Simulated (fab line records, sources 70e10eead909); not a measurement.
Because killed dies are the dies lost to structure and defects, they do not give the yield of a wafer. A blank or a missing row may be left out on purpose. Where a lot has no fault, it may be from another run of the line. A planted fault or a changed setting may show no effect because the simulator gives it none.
Matching of chambers -- flow nandHarc -- pecvd-02 running NHARC_A_STAIRCASE_DEP_322: 3 sister chambers
The step deposits SiO2, target thk 3800 nm. 3 wafers are shown with their chamber, then 8 later ones without.

== EACH WAFER AND ITS CHAMBER ==
wafer,chamber,heaterPowerW (W)
L088.4,0,555
L088.6,2,642
L090.2,1,708

== WAFERS WHOSE CHAMBER IS MISSING ==
wafer,heaterPowerW (W)
L090.4,615
L090.5,555
L095.2,802
L095.5,662
L095.6,565
L097.1,669
L097.5,632
L097.6,652

== CHAMBER TAKEN BY EACH ==
wafer,from the rows above,in truth
L090.4,can't be placed: 2 or 0 or 1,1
L090.5,0,0
L095.2,can't be placed: 1 or 2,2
L095.5,can't be placed: 2 or 1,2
L095.6,can't be placed: 0 or 2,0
L097.1,can't be placed: 2 or 1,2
L097.5,can't be placed: 2 or 1 or 0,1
L097.6,can't be placed: 2 or 1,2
Correct placement for 1 of the 8. From these rows, 7 cannot be placed; in 7 the true chamber is one of the candidates. Placed wrongly: 0.
How it was worked out, from the rows above alone: a wafer's distance from a chamber is the root of the sum, over the readings, of the square of ((its reading less the chamber's mean) divided by the reading's scatter). The wafer belongs to the nearest chamber; if the next one is less than 2 further off, it can't be placed. The mean given for a chamber averages the wafers shown for that chamber. The scatter: with one shown wafer a chamber, the root of the mean of the squares of how far each hidden wafer lies from its nearest shown one.
